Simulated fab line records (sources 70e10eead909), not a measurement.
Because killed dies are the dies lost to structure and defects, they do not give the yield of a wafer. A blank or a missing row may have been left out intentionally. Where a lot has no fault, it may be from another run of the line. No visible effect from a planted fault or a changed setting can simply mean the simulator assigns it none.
fab line records | flow nand-harc
record lots=6 | wafers=18 | last-day=24
route steps=1159 shown A_BLC@966 END@1159
lots that met no fault: from a run of the same line without faults
start-h: start of the lot's first displayed wafer, in hours after the record's first day | wait-h: hours elapsed since this lot's preceding step | " same as the row above | L1.1+2: several wafers, shown together as one row | - no value, or no start given | * or withheld: withheld | < > ~ a bound
route shown NAME@n: NAME is a module with steps in the file, n the number in the route of the first one | usual: the fault-free wafers' mean and standard deviation | same: alike in all rows | chamber/n: place in a boat | sites: readings site by site | _std_site: the standard deviation of these | _edge_site: mean of outer sites minus mean of inner sites | radius-mm: for every site, how far away it sits from the centre of the wafer | mask NAME#n: copy n | behind: the most recent tool/chamber to have shaped the wafer | hold: what put the lot on hold/how long, in hours/how the hold closed | device: transistor that didn't switch, given as n, p or np | end of line: the tests these same wafers got at the end of their route | for a step that has no rows: nothing shown but its recipe | killed: count of dies lost to structure and defects at first sort (not the wafer's yield) | map: a wafer's dies, x killed, . not, _ none there
set.NAME: the run value of the setting; set.NAME@STEP: its run value at that earlier step | model.NAME: the simulator's own value behind a step, which no gauge read
lots at selected steps of the route; one table per step, one row per wafer
services: the hour from which a tool's chamber was out of use, counted from the record's first day as start-h (under 0 if before that day), plus the number of hours and why
## steps
# step NHARC_A_BLC_COAT_02
# recipe temp-c=260 | time-s=75
# step NHARC_A_BLC_COAT_03
# recipe temp-c=225 | time-s=65
# step NHARC_A_BLC_COAT_04
# recipe spin-rpm=1500 | resist-thk-nm=90
# step NHARC_A_BLC_SOFTBAKE_05
# recipe temp-c=105 | time-s=55
# step NHARC_A_BLC_EBR_06
# step NHARC_A_BLC_EXPOSE_07
# recipe na=1.35 | target-cd-nm=100 | dose-mj=67.97 | mask-id=A_BLC
# step NHARC_A_BLC_PEB_08
# recipe peb-temp-c=100 | peb-time-s=65
# step NHARC_A_BLC_DEVELOP_09
# recipe develop-time-s=35 | dev-temp-c=23
# step NHARC_A_BLC_CD_MEAS_10
# recipe target-cd-nm=100 | landing-energy-ev=500
# usual cd-nm=99.6/0.91
lot.wafer | tool      | chamber | start-h | wait-h | cd-nm
L454.3    | cd-sem-01 | 0       | 445.47  | -      | 100.0
L454.5    | "         | 0       | "       | "      | 100.3
L454.6    | "         | 0       | "       | "      | 100.8
L455.3    | cd-sem-03 | 0       | 446.60  | -      | 99.2
L455.5    | "         | 0       | "       | "      | 97.5
L455.6    | "         | 0       | "       | "      | 98.9
L465.1    | cd-sem-02 | 0       | 510.82  | -      | 99.8
L465.4    | "         | 0       | "       | "      | 99.1
L465.5    | "         | 0       | "       | "      | 100.7
L468.4    | cd-sem-03 | 0       | 518.57  | -      | 99.2
L468.5    | "         | 0       | "       | "      | 99.6
L468.6    | "         | 0       | "       | "      | 100.4
L467.1    | cd-sem-03 | 0       | 524.82  | -      | 99.3
L467.2    | "         | 0       | "       | "      | 99.9
L467.4    | "         | 0       | "       | "      | 100.3
L469.1    | cd-sem-02 | 0       | 535.19  | -      | 100.4
L469.2    | "         | 0       | "       | "      | 101.2
L469.5    | "         | 0       | "       | "      | 99.9
# step NHARC_A_BLC_OVL_MEAS_11
# usual overlay-x-nm=0.1/0.94 | overlay-y-nm=0.1/1
lot.wafer | tool       | chamber | start-h | wait-h | overlay-x-nm | overlay-y-nm
L454.3    | overlay-01 | -       | 445.55  | -      | 1.0          | 0.6
L454.5    | "          | -       | "       | "      | 0.8          | 0.5
L454.6    | "          | -       | "       | "      | 1.2          | 0.0
L455.3    | overlay-02 | -       | 446.68  | -      | -0.1         | -1.5
L455.5    | "          | -       | "       | "      | -1.3         | -1.5
L455.6    | "          | -       | "       | "      | -0.9         | -1.7
L465.1    | overlay-01 | -       | 510.91  | -      | 0.0          | 0.6
L465.4    | "          | -       | "       | "      | 0.3          | 0.4
L465.5    | "          | -       | "       | "      | -0.6         | 1.4
L468.4    | overlay-02 | -       | 518.65  | -      | 0.9          | 0.0
L468.5    | "          | -       | "       | "      | 1.6          | 0.8
L468.6    | "          | -       | "       | "      | 1.5          | 0.9
L467.1    | overlay-01 | -       | 524.90  | -      | -0.6         | 0.4
L467.2    | "          | -       | "       | "      | -0.8         | 0.1
L467.4    | "          | -       | "       | "      | -1.1         | 0.5
L469.1    | overlay-01 | -       | 535.28  | -      | -1.4         | -0.6
L469.2    | "          | -       | "       | "      | -0.4         | -0.6
L469.5    | "          | -       | "       | "      | -0.8         | -0.6
# step NHARC_A_BLC_INSPECT_12
# usual raw-defect-count=31/16
lot.wafer | tool              | chamber | start-h | wait-h | raw-defect-count
L454.3    | defect-inspect-01 | -       | 445.59  | 0.0    | 22
L454.5    | "                 | -       | "       | "      | 16
L454.6    | "                 | -       | "       | "      | 24
L455.3    | defect-inspect-01 | -       | 446.72  | 0.0    | 37
L455.5    | "                 | -       | "       | "      | 53
L455.6    | "                 | -       | "       | "      | 35
L465.1    | defect-inspect-01 | -       | 510.95  | 0.0    | 16
L465.4    | "                 | -       | "       | "      | 9
L465.5    | "                 | -       | "       | "      | 14
L468.4    | defect-inspect-02 | -       | 518.68  | 0.0    | 16
L468.5    | "                 | -       | "       | "      | 22
L468.6    | "                 | -       | "       | "      | 17
L467.1    | defect-inspect-01 | -       | 524.94  | 0.0    | 37
L467.2    | "                 | -       | "       | "      | 37
L467.4    | "                 | -       | "       | "      | 35
L469.1    | defect-inspect-01 | -       | 535.31  | 0.0    | 82
L469.2    | "                 | -       | "       | "      | 64
L469.5    | "                 | -       | "       | "      | 63
# step NHARC_A_BLC_DESCUM_15
# recipe time-s=3 | o2-flow-sccm=200 | ar-flow-sccm=0 | bias-power-w=0 | chemistry=O2
# usual drypump-motor-current-A=5.6/0.35 | oes-product-au=1.006/0.014 | rf-vpp-V=57.6/0.88 | showerhead-plenum-p-Torr=1.90/0.079 | throttle-valve-pct=11.311/0.0097
lot.wafer | tool        | chamber | start-h | wait-h | drypump-motor-current-A | oes-product-au | rf-hours-counter-h | rf-vpp-V | showerhead-plenum-p-Torr | throttle-valve-pct
L454.3    | rie-diel-09 | 2       | 445.68  | 0.1    | 5.9                     | 1.012          | 1                  | 57.8     | 1.79                     | 11.310
L454.6    | "           | 3       | "       | "      | 4.9                     | 1.018          | -                  | 58.0     | 1.92                     | 11.305
L454.5    | "           | 0       | "       | "      | 5.4                     | 1.020          | -                  | 56.8     | 1.99                     | 11.303
L455.3    | rie-diel-09 | 0       | 446.79  | 0.1    | 5.4                     | 1.027          | 1                  | 59.0     | 1.99                     | 11.310
L455.5    | "           | 3       | "       | "      | 4.9                     | 1.010          | -                  | 58.3     | 1.92                     | 11.315
L455.6    | "           | 0       | "       | "      | 5.5                     | 1.010          | -                  | 57.8     | 1.99                     | 11.303
L465.1    | rie-diel-13 | 3       | 511.02  | 0.1    | 5.3                     | 1.015          | 4                  | 57.7     | 1.91                     | 11.302
L465.4    | "           | 2       | "       | "      | 5.8                     | 1.011          | 4                  | 55.9     | 1.78                     | 11.314
L465.5    | "           | 0       | "       | "      | 5.6                     | 0.984          | -                  | 59.0     | 1.97                     | 11.298
L468.4    | rie-diel-09 | 1       | 518.77  | 0.1    | 5.9                     | 1.000          | 11                 | 58.6     | 1.93                     | 11.325
L468.5    | "           | 2       | "       | "      | 5.9                     | 1.014          | -                  | 57.0     | 1.78                     | 11.305
L468.6    | "           | 3       | "       | "      | 4.9                     | 1.018          | -                  | 56.4     | 1.91                     | 11.311
L467.4    | rie-diel-13 | 3       | 525.00  | 0.1    | 5.3                     | 1.016          | 5                  | 57.3     | 1.91                     | 11.321
L467.2    | "           | 0       | "       | "      | 5.6                     | 0.966          | 5                  | 59.3     | 1.97                     | 11.316
L467.1    | "           | 1       | "       | "      | 5.6                     | 1.004          | 6                  | 57.5     | 1.89                     | 11.283
L469.2    | rie-diel-01 | 0       | 535.39  | 0.1    | 5.7                     | 1.026          | 15                 | 57.1     | 1.90                     | 11.316
L469.1    | "           | 1       | "       | "      | 5.4                     | 0.993          | 14                 | 57.1     | 1.77                     | 11.303
L469.5    | "           | 3       | "       | "      | 5.9                     | 1.011          | -                  | 57.5     | 1.78                     | 11.308
# step NHARC_A_BLC_ETCH_16
# recipe target-depth-a=390 | over-etch-frac=0.3 | time-s=65 | ion-energy-ev=80 | cf4-flow-sccm=150 | ar-flow-sccm=0 | rf-w=300 | bias-w=100 | chemistry=CF4
# usual bias-w=100.00/0.3 | cf4-flow-sccm=150.0/0.45 | drypump-motor-current-A=5.5/0.35 | oes-product-au=1.004/0.013 | rf-vpp-V=151.1/1.2 | showerhead-plenum-p-Torr=1.75/0.067 | throttle-valve-pct=13.284/0.0085
lot.wafer | tool        | chamber | start-h | wait-h | bias-w | cf4-flow-sccm | drypump-motor-current-A | oes-product-au | rf-hours-counter-h | rf-vpp-V | showerhead-plenum-p-Torr | throttle-valve-pct
L454.3    | rie-diel-09 | 1       | 445.74  | 0.1    | -      | -             | -                       | -              | -                  | -        | -                        | -
L454.5    | "           | 0       | "       | "      | -      | -             | -                       | -              | -                  | -        | -                        | -
L454.6    | "           | 1       | "       | "      | -      | -             | -                       | -              | -                  | -        | -                        | -
L455.3    | rie-diel-09 | 3       | 446.88  | 0.1    | -      | -             | -                       | -              | -                  | -        | -                        | -
L455.6    | "           | 0       | "       | "      | -      | -             | -                       | -              | -                  | -        | -                        | -
L455.5    | "           | 1       | "       | "      | -      | -             | -                       | -              | -                  | -        | -                        | -
L465.4    | rie-diel-13 | 3       | 511.11  | 0.1    | 99.79  | 150.1         | 5.3                     | 0.997          | 4                  | 151.7    | 1.77                     | 13.274
L465.1    | "           | 0       | "       | "      | 100.06 | 149.8         | 5.6                     | 0.974          | 4                  | 151.9    | 1.81                     | 13.282
L465.5    | "           | 3       | "       | "      | 99.72  | 151.0         | 5.3                     | 0.998          | -                  | 150.7    | 1.77                     | 13.278
L468.4    | rie-diel-09 | 3       | 518.83  | 0.1    | 100.39 | 149.7         | 4.9                     | 1.009          | 10                 | 150.5    | 1.77                     | 13.290
L468.6    | "           | 2       | "       | "      | 100.15 | 149.9         | 5.9                     | 1.004          | -                  | 149.4    | 1.66                     | 13.278
L468.5    | "           | 3       | "       | "      | 99.88  | 149.4         | 4.9                     | 1.020          | -                  | 150.6    | 1.77                     | 13.283
L467.1    | rie-diel-13 | 0       | 525.09  | 0.1    | 99.67  | 150.0         | 5.5                     | 0.976          | 5                  | 150.8    | 1.81                     | 13.298
L467.2    | "           | 1       | "       | "      | 99.69  | 149.2         | 5.6                     | 0.999          | 6                  | 150.3    | 1.75                     | 13.281
L467.4    | "           | 2       | "       | "      | 100.24 | 149.9         | 5.8                     | 1.007          | 6                  | 149.5    | 1.66                     | 13.303
L469.2    | rie-diel-01 | 0       | 535.46  | 0.1    | 100.33 | 150.9         | 5.7                     | 1.026          | 15                 | 150.2    | 1.75                     | 13.295
L469.1    | "           | 1       | "       | "      | 99.84  | 150.1         | 5.4                     | 0.998          | 14                 | 148.7    | 1.65                     | 13.292
L469.5    | "           | 0       | "       | "      | 100.12 | 150.4         | 5.7                     | 1.018          | -                  | 151.0    | 1.75                     | 13.293
# step NHARC_A_BLC_ETCH_17
# recipe target-depth-a=3900 | over-etch-frac=0.25 | time-s=609.38 | ion-energy-ev=200 | n2-flow-sccm=150 | h2-flow-sccm=150 | ar-flow-sccm=0 | rf-w=400 | bias-w=150 | chemistry=N2/H2
# usual bias-w=150.0/0.45 | chamber-pressure-mTorr=29.995/0.027 | drypump-motor-current-A=5.6/0.35 | n2-flow-sccm=150.0/0.49 | oes-product-au=1.003/0.013 | rf-vpp-V=430.0/2.5 | showerhead-plenum-p-Torr=2.02/0.086 | throttle-valve-pct=14.171/0.0094
lot.wafer | tool        | chamber | start-h | wait-h | bias-w | chamber-pressure-mTorr | drypump-motor-current-A | n2-flow-sccm | oes-product-au | rf-hours-counter-h | rf-vpp-V | showerhead-plenum-p-Torr | throttle-valve-pct
L454.3    | rie-diel-09 | 2       | 445.83  | 0.1    | 149.6  | 30.000                 | 5.9                     | 149.6        | 1.012          | 1                  | 426.2    | 1.90                     | 14.175
L454.5    | "           | 2       | "       | "      | 149.8  | 30.017                 | 6.0                     | 149.4        | 1.003          | -                  | 427.1    | 1.90                     | 14.183
L454.6    | "           | 3       | "       | "      | 149.3  | 29.993                 | 4.9                     | 150.6        | 0.998          | -                  | 430.0    | 2.04                     | 14.157
L455.3    | rie-diel-09 | 2       | 447.09  | 0.2    | 150.0  | 29.949                 | 6.0                     | 149.4        | 1.013          | 1                  | 426.2    | 1.90                     | 14.177
L455.6    | "           | 3       | "       | "      | 149.1  | 29.973                 | 4.9                     | 149.6        | 1.005          | -                  | 429.9    | 2.04                     | 14.169
L455.5    | "           | 0       | "       | "      | 150.7  | 29.981                 | 5.5                     | 150.7        | 1.021          | -                  | 433.7    | 2.13                     | 14.187
L465.4    | rie-diel-13 | 1       | -       | -      | 150.2  | 30.034                 | 5.6                     | 150.3        | 1.002          | 4                  | 429.6    | 2.01                     | 14.178
L465.1    | "           | 0       | "       | "      | 150.2  | 30.004                 | 5.5                     | 149.5        | 0.964          | 4                  | 432.4    | 2.10                     | 14.161
L465.5    | "           | 2       | "       | "      | 150.0  | 29.986                 | 5.8                     | 150.0        | 1.008          | -                  | 426.7    | 1.90                     | 14.180
L468.4    | rie-diel-09 | 2       | -       | -      | 150.2  | 30.005                 | 5.9                     | 150.1        | 1.001          | 11                 | 427.1    | 1.90                     | 14.175
L468.6    | "           | 3       | "       | "      | 149.7  | 29.973                 | 4.9                     | 150.0        | 1.015          | -                  | 430.6    | 2.04                     | 14.172
L468.5    | "           | 0       | "       | "      | 150.3  | 29.989                 | 5.4                     | 149.3        | 1.031          | -                  | 432.9    | 2.12                     | 14.168
L467.2    | rie-diel-13 | 1       | -       | -      | 150.1  | 30.003                 | 5.7                     | 149.4        | 1.008          | 6                  | 429.2    | 2.01                     | 14.170
L467.4    | "           | 2       | "       | "      | 150.5  | 29.966                 | 5.8                     | 150.1        | 1.005          | 6                  | 427.3    | 1.90                     | 14.168
L467.1    | "           | 0       | "       | "      | 150.2  | 29.979                 | 5.5                     | 149.0        | 0.973          | 5                  | 431.2    | 2.10                     | 14.179
L469.1    | rie-diel-01 | 0       | -       | -      | 150.4  | 30.053                 | 5.7                     | 149.1        | 1.016          | 15                 | 430.5    | 2.02                     | 14.173
L469.2    | "           | 1       | "       | "      | 149.7  | 30.000                 | 5.4                     | 150.1        | 1.001          | 14                 | 424.8    | 1.89                     | 14.174
L469.5    | "           | 2       | "       | "      | 150.2  | 29.983                 | 5.7                     | 150.3        | 1.013          | -                  | 434.3    | 2.19                     | 14.170
# step NHARC_END_SORT_01
# recipe temp-c=25
# usual killed-at-array=28/11 | killed-at-other=0.8/1.1 | killed-at-periphery=3.3/2.8 | killed-dies=32/11 | killed-open=3.3/1.9 | killed-short=1.9/1.4
# same gross-dies=677
lot.wafer | tool      | chamber | start-h | wait-h | killed-at-array | killed-at-other | killed-at-periphery | killed-dies | killed-open | killed-short
L454.3    | prober-01 | 0       | 496.27  | 3.1    | 674             | 1               | 2                   | 677         | 5           | 3
L454.5    | prober-01 | 0       | 497.86  | 3.7    | 673             | 1               | 3                   | 677         | 1           | 2
L454.6    | prober-01 | 0       | 498.65  | 4.0    | 674             | 1               | 2                   | 677         | 6           | 1
L455.3    | prober-01 | 0       | 504.06  | 3.1    | 676             | 0               | 1                   | 677         | 3           | 2
L455.5    | prober-01 | 0       | 505.65  | 3.7    | 677             | 0               | 0                   | 677         | 2           | 0
L455.6    | prober-01 | 0       | 506.45  | 4.0    | 674             | 1               | 2                   | 677         | 2           | 2
L465.1    | prober-02 | 0       | 568.73  | 2.5    | 14              | 0               | 1                   | 15          | 1           | 4
L465.4    | prober-02 | 0       | 571.12  | 3.4    | 15              | 0               | 1                   | 16          | 3           | 2
L465.5    | prober-02 | 0       | 571.92  | 3.7    | 16              | 0               | 1                   | 17          | 2           | 2
# killed by level:class
L454.3 A_BLC:area-etch=648 A_SGD_CUT:chamber-film-flake=8 A_CHANNEL_HOLE_D1:chamber-film-flake=5 A_STAIRCASE:chamber-film-flake=3 A_CONTACT:geometric-particle:open=2 A_BLC:chamber-film-flake=2 P_M0:geometric-particle:open=1 A_ONON_D1:geometric-particle:open=1
L454.5 A_BLC:area-etch=660 A_STAIRCASE:chamber-film-flake=4 A_CHANNEL_HOLE_D1:chamber-film-flake=3 A_SGD_CUT:chamber-film-flake=3 A_ONON_D1:geometric-particle:short=2 P_M1:chamber-film-flake=2 A_M0:geometric-particle:open=1 P_STI:chamber-film-flake=1
L454.6 A_BLC:area-etch=643 A_STAIRCASE:chamber-film-flake=8 A_CHANNEL_HOLE_D1:chamber-film-flake=7 A_SGD_CUT:chamber-film-flake=6 A_CONTACT:geometric-particle:open=3 A_BLC:chamber-film-flake=2 P_CONTACT:geometric-particle:open=1 A_SGD_CUT:geometric-particle:short=1
L455.3 A_BLC:area-etch=640 A_CHANNEL_HOLE_D1:chamber-film-flake=12 A_SLIT:chamber-film-flake=11 A_CONTACT:chamber-film-flake=4 A_STAIRCASE:chamber-film-flake=3 P_M0:geometric-particle:open=1 A_SOURCE_PLATE:geometric-particle:short=1 A_ONON_D1:geometric-particle:short=1
L455.5 A_BLC:area-etch=638 A_CHANNEL_HOLE_D1:chamber-film-flake=19 A_SLIT:chamber-film-flake=10 A_STAIRCASE:chamber-film-flake=5 A_ZERO_WELL:chamber-film-flake=2 A_CONTACT:geometric-particle:open=1 A_M0:geometric-particle:open=1 A_CONTACT:chamber-film-flake=1
L455.6 A_BLC:area-etch=639 A_CHANNEL_HOLE_D1:chamber-film-flake=13 A_SLIT:chamber-film-flake=8 A_STAIRCASE:chamber-film-flake=3 A_CONTACT:chamber-film-flake=3 A_CONTACT:geometric-particle:open=2 A_ZERO_WELL:chamber-film-flake=2 P_GATE:chamber-film-flake=2
L465.1 A_CHANNEL_HOLE_D1:chamber-film-flake=5 A_CONTACT:chamber-film-flake=5 P_CONTACT:geometric-particle:short=1 A_ONON_D1:geometric-particle:short=1 A_CHANNEL_FILL_D1:geometric-particle:short=1 A_M0:geometric-particle:open=1 A_M0:geometric-particle:short=1
L465.4 A_CHANNEL_HOLE_D1:chamber-film-flake=5 A_STAIRCASE:chamber-film-flake=3 A_CONTACT:geometric-particle:open=2 A_CONTACT:chamber-film-flake=2 A_SOURCE_PLATE:geometric-particle:open=1 A_CHANNEL_FILL_D1:geometric-particle:short=1 A_CONTACT:geometric-particle:short=1 P_BONDPAD:chamber-film-flake=1
L465.5 A_CHANNEL_HOLE_D1:chamber-film-flake=6 A_CONTACT:chamber-film-flake=6 P_CONTACT:geometric-particle:open=1 A_ONON_D1:geometric-particle:short=1 A_CHANNEL_FILL_D1:geometric-particle:short=1 A_BLC:geometric-particle:open=1 A_SLIT:chamber-film-flake=1
# map L454.3 (x killed, . not)
____________x____________
_________xxxxxxx_________
_______xxxxxxxxxxx_______
______xxxxxxxxxxxxx______
_____xxxxxxxxxxxxxxx_____
____xxxxxxxxxxxxxxxxx____
____xxxxxxxxxxxxxxxxx____
___xxxxxxxxxxxxxxxxxxx___
___xxxxxxxxxxxxxxxxxxx___
__xxxxxxxxxxxxxxxxxxxxx__
__xxxxxxxxxxxxxxxxxxxxx__
_xxxxxxxxxxxxxxxxxxxxxxx_
_xxxxxxxxxxxxxxxxxxxxxxx_
_xxxxxxxxxxxxxxxxxxxxxxx_
_xxxxxxxxxxxxxxxxxxxxxxx_
_xxxxxxxxxxxxxxxxxxxxxxx_
xxxxxxxxxxxxxxxxxxxxxxxxx
xxxxxxxxxxxxxxxxxxxxxxxxx
xxxxxxxxxxxxxxxxxxxxxxxxx
xxxxxxxxxxxxxxxxxxxxxxxxx
xxxxxxxxxxxxxxxxxxxxxxxxx
_xxxxxxxxxxxxxxxxxxxxxxx_
_xxxxxxxxxxxxxxxxxxxxxxx_
_xxxxxxxxxxxxxxxxxxxxxxx_
_xxxxxxxxxxxxxxxxxxxxxxx_
_xxxxxxxxxxxxxxxxxxxxxxx_
__xxxxxxxxxxxxxxxxxxxxx__
__xxxxxxxxxxxxxxxxxxxxx__
___xxxxxxxxxxxxxxxxxxx___
___xxxxxxxxxxxxxxxxxxx___
____xxxxxxxxxxxxxxxxx____
____xxxxxxxxxxxxxxxxx____
_____xxxxxxxxxxxxxxx_____
______xxxxxxxxxxxxx______
_______xxxxxxxxxxx_______
_________xxxxxxx_________
____________x____________
# map L455.3 (x killed, . not)
____________x____________
_________xxxxxxx_________
_______xxxxxxxxxxx_______
______xxxxxxxxxxxxx______
_____xxxxxxxxxxxxxxx_____
____xxxxxxxxxxxxxxxxx____
____xxxxxxxxxxxxxxxxx____
___xxxxxxxxxxxxxxxxxxx___
___xxxxxxxxxxxxxxxxxxx___
__xxxxxxxxxxxxxxxxxxxxx__
__xxxxxxxxxxxxxxxxxxxxx__
_xxxxxxxxxxxxxxxxxxxxxxx_
_xxxxxxxxxxxxxxxxxxxxxxx_
_xxxxxxxxxxxxxxxxxxxxxxx_
_xxxxxxxxxxxxxxxxxxxxxxx_
_xxxxxxxxxxxxxxxxxxxxxxx_
xxxxxxxxxxxxxxxxxxxxxxxxx
xxxxxxxxxxxxxxxxxxxxxxxxx
xxxxxxxxxxxxxxxxxxxxxxxxx
xxxxxxxxxxxxxxxxxxxxxxxxx
xxxxxxxxxxxxxxxxxxxxxxxxx
_xxxxxxxxxxxxxxxxxxxxxxx_
_xxxxxxxxxxxxxxxxxxxxxxx_
_xxxxxxxxxxxxxxxxxxxxxxx_
_xxxxxxxxxxxxxxxxxxxxxxx_
_xxxxxxxxxxxxxxxxxxxxxxx_
__xxxxxxxxxxxxxxxxxxxxx__
__xxxxxxxxxxxxxxxxxxxxx__
___xxxxxxxxxxxxxxxxxxx___
___xxxxxxxxxxxxxxxxxxx___
____xxxxxxxxxxxxxxxxx____
____xxxxxxxxxxxxxxxxx____
_____xxxxxxxxxxxxxxx_____
______xxxxxxxxxxxxx______
_______xxxxxxxxxxx_______
_________xxxxxxx_________
____________x____________
## services
tool        | chamber | start-h | hours | kind
rie-diel-13 | 1       | 422.44  | 14.9  | repair
rie-diel-09 | -       | 431.10  | 9.0   | pm
rie-diel-09 | 0       | 431.10  | 9.0   | vent-cycle
rie-diel-09 | 1       | 431.10  | 14.3  | vent-cycle
rie-diel-09 | 2       | 431.10  | 9.0   | vent-cycle
rie-diel-09 | 3       | 431.10  | 9.0   | vent-cycle
rie-diel-09 | 0       | 440.10  | -     | clean
rie-diel-09 | 2       | 440.10  | -     | clean
rie-diel-09 | 3       | 440.10  | -     | clean
rie-diel-01 | 2       | 443.58  | 1.5   | repair
rie-diel-09 | 0       | 448.41  | 9.2   | repair
rie-diel-13 | -       | 453.01  | 9.0   | pm
rie-diel-09 | 0       | 464.60  | -     | clean
rie-diel-09 | 1       | 464.60  | -     | clean
rie-diel-09 | 2       | 464.60  | -     | clean
rie-diel-09 | 3       | 464.60  | -     | clean
rie-diel-09 | 0       | 476.79  | 9.7   | repair
rie-diel-09 | 0       | 489.10  | -     | clean
rie-diel-09 | 1       | 489.10  | -     | clean
rie-diel-09 | 2       | 489.10  | -     | clean
rie-diel-09 | 3       | 489.10  | -     | clean
rie-diel-01 | -       | 491.86  | 9.0   | pm
rie-diel-09 | 0       | 513.60  | -     | clean
rie-diel-09 | 1       | 513.60  | -     | clean
## key
first-sign step=NHARC_A_BLC_ETCH_16 | reading=tool-record | direction=missing
effect step=NHARC_END_SORT_01 | reading=killed-at-array | direction=up | sigmas=59 | usual=28 | struck=675
more-kills-born-at NHARC_A_BLC_ETCH_16@rie-diel-09=3861
met-at NHARC_A_BLC_ETCH_16
struck-wafers L454.3,L454.5,L454.6,L455.3,L455.5,L455.6
later-rows-left-out L454.3,L454.5,L454.6,L455.3,L455.5,L455.6
tester-left-out L454,L455
fault kind=skipped-step-whole | tool=rie-diel-09 | chamber=- | onset-h=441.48 | steps=NHARC_A_BLC_ETCH_16 | scope=struck-lots-only
# tester-left-out: of these lots the tester's yield and bins aren't shown, on N5 and GAA mostly nor the transistor test; their killed dies are dies lost to structure and defects alone, not to doping, threshold or leakage, so they don't give the yield
# later-rows-left-out: the simulator's readings of these wafers behind a module that went badly wrong aren't trusted and aren't shown, but for the sort
